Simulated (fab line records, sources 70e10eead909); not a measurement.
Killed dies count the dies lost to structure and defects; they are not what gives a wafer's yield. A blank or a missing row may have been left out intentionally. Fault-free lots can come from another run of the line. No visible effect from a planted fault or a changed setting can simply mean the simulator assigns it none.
Matching of chambers	flow nand harc	NHARC_A_CONTACT_ALD_18 on ald metal-04: 4 sister chambers
The step deposits TiN, target thk 3 nm, pulse time 1 s, ald cycles 150. 4 wafers are shown with their chamber, then 10 later ones without.

## WAFERS PAIRED WITH THEIR CHAMBERS
wafer	chamber	heater power w (W)
L091.3	0	1015
L091.4	2	1095
L088.2	3	1128
L088.3	1	1052

## WAFERS WITHOUT THEIR CHAMBER
wafer	heater power w (W)
L088.5	1050
L094.1	1013
L094.4	1072
L094.5	1128
L093.3	1028
L093.5	1081
L093.6	1012
L095.2	1014
L095.5	1010
L095.6	1063

## WHICH CHAMBER EACH WENT THROUGH
wafer	from the rows above	in truth
L088.5	1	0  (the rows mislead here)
L094.1	0	0
L094.4	can't be placed: 1 or 2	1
L094.5	3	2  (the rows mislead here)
L093.3	can't be placed: 0 or 1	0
L093.5	can't be placed: 2 or 1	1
L093.6	0	0
L095.2	0	0
L095.5	0	0
L095.6	1	1
Correct placement for 5 of the 10. Cannot be placed on the basis of these rows: 3; the candidates contain the true chamber in 3. Wrongly placed: 2.
How it was worked out, from the rows above alone: a wafer's distance from a chamber is the root of the sum, over the readings, of the square of ((its reading less the chamber's mean) divided by the reading's scatter). If the next closest chamber is less than 2 further off than the closest, the wafer can't be placed; otherwise it belongs to the closest. The mean given for a chamber averages the wafers shown for that chamber. The scatter (one wafer shown for each chamber): square how far every hidden wafer sits from the nearest shown wafer, average those squares and take the square root.
